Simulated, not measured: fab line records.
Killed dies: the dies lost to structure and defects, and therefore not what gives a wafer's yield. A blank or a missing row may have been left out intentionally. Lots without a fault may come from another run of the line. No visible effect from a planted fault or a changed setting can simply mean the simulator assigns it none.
Struck lot and sound lot, side by side    flow n5 finfet    39 out of 1938 route steps
Sound: these wafers, L676.3, L676.4, L676.5. The struck wafers were L675.2, L675.5, L675.6. The cause is given at the end.
For every step that has rows: the tool of each side, followed by ch and its chambers, followed by its first start. Under that, the readings that differ: sound wafers    struck wafers    difference of the means    sigmas: that difference in standard deviations of wafers without a fault.
alike: readings whose means differ by less than 2 such deviations, and words and numbers that are the same on both sides. not compared: withheld readings, readings that some wafer has no value for, bounds like >300 that may hide the same value, and numbers for which the record gives no deviation and whose values overlap.
A row with sigmas, a row that says differs or no value, or rows on one side alone: a step with any of these is where the two part. Numbers that have no deviation but don't overlap get no sigmas and don't part them. A reading that every wafer of one side lacks parts them only if that side has two wafers or more.

first, 11 steps without rows for these wafers: N5_BEOL_M4_STRIP_65 (strips in N2/H2); N5_BEOL_M4_STRIP_75 (strips in N2/H2); N5_BEOL_M4_STRIP_66 (strips in CF4); N5_BEOL_M4_HM_OPEN_17 (chemistry Cl2/BCl3, target TiN, target depth 20 nm, overetch 6 nm); N5_BEOL_M4_STRIP_19 (strips in O2); N5_BEOL_M4_COAT_67 (time 60 s, resist thk 60 nm); N5_BEOL_M4_COAT_68 (time 60 s, resist thk 12 nm); N5_BEOL_M4_COAT_76 (time 60 s, resist thk 5 nm); N5_BEOL_M4_COAT_22 (resist thk 30 nm); N5_BEOL_M4_EBR_24; N5_BEOL_M4_SOFTBAKE_23 (time 60 s).
N5_BEOL_M4_EXPOSE_25: exposes mask V3, defocus 5 nm.
  sound on euv scanner-01 ch 0, day 11 12:58; struck on euv scanner-02 ch 0, day 11 04:54
reading                          sound           struck    difference  sigmas
model.BEOL_M4.overlay x nm (nm)  -0.2 -0.2 -0.2  11 11 11  +11         
  alike: mask, reticle temp C
then, 2 steps without rows for these wafers: N5_BEOL_M4_PEB_26 (peb time 60 s); N5_BEOL_M4_DEVELOP_27 (develop time 30 s).
N5_BEOL_M4_OVL_MEAS_29:
  sound on overlay-02 ch 0, day 11 13:07; struck on overlay-02 ch 0, day 11 05:04
reading      sound          struck          difference  sigmas
V3_OVL (nm)  -1.0 0.2 -0.8  10.1 10.6 10.1  +10.8       +19
then, 22 steps without rows for these wafers: N5_BEOL_M4_DESCUM_33 (chemistry O2, time 7 s); N5_BEOL_M4_ETCH_77 (etches underlayer in N2/H2, target depth 6.5 nm, time 5.2 s); N5_BEOL_M4_ETCH_69 (etches SiARC in CF4, target depth 15.6 nm, time 26 s); N5_BEOL_M4_ALD_98 (deposits SiO2, target thk 2.5 nm, pulse time 1 s, co reactant pulse time 1 s); N5_BEOL_M4_ETCHBACK_99 (etches SiO2 in CHF3, target depth 5 nm, time 10.4 s); N5_BEOL_M4_ETCH_70 (etches SOC in N2/H2, target depth 80 nm, overetch 24 nm, time 130 s); N5_BEOL_M4_STRIP_71 (strips in N2/H2); N5_BEOL_M4_STRIP_78 (strips in N2/H2); N5_BEOL_M4_VIA_ETCH_34 (etches the open film in C4F6/O2, target depth 69.4 nm, time 65.9 s); N5_BEOL_M4_STRIP_83 (strips in C4F6/O2); N5_BEOL_M4_STRIP_36 (strips in N2/H2); N5_BEOL_M4_TRENCH_ETCH_37 (etches SiOC in C4F6/O2, target depth 55.555 nm, time 29.2 s); N5_BEOL_M4_ETCH_41 (etches SiCN in CH3F/O2, target depth 29.9 nm, time 52.5 s); N5_BEOL_M4_STRIP_97 (strips in N2/H2, time 10 s); N5_BEOL_M4_HM_STRIP_39 (strips TiN in peroxide tin strip, target depth 25 nm, time 158 s); N5_BEOL_M4_SRD_40 (time 30 s); N5_BEOL_M4_PRECLEAN_42 (cleans in residue remover, time 60 s); N5_BEOL_M4_SRD_43 (time 30 s); N5_BEOL_M4_DEGAS_44 (time 60 s); N5_BEOL_M4_PRE_CLEAN_45 (time 30 s); N5_BEOL_M4_ALD_84 (deposits TaN, pulse time 2 s, purge time 3 s, co reactant purge time 2 s); N5_BEOL_M4_SURFACE_TREAT_85.
N5_BEOL_M4_RC_MEAS_101:
  sound on prober-01 ch 0, day 11 23:05; struck on prober-02 ch 0, day 11 15:51
reading        sound           struck          difference  sigmas
DIBL_N (mV/V)  34.6 34.4 35.6  38.9 39.8 38.5  +4.2        +3
SS_P (mV/dec)  72.4 73.0 73.4  74.7 74.5 73.4  +1.3        +2
  alike: DIBL_P, IOFF_N, IOFF_P, ION_N, ION_P, SS_N, VT_N, VT_P
-- here the record skips 4 days between the struck wafers' starts before and after, leaving off in module BEOL_M4 and picking up in module PASSIVATION (first step shown: number 1936 of the route) --
N5_PASSIVATION_PROBE_49:
  the record has rows for the struck wafers here (prober-01, day 16 03:41) and none for the sound ones

== WHERE THEY PART ==
First at N5_BEOL_M4_OVL_MEAS_29; last, within this record, at N5_PASSIVATION_PROBE_49.

WHY: what had been put in by the simulator
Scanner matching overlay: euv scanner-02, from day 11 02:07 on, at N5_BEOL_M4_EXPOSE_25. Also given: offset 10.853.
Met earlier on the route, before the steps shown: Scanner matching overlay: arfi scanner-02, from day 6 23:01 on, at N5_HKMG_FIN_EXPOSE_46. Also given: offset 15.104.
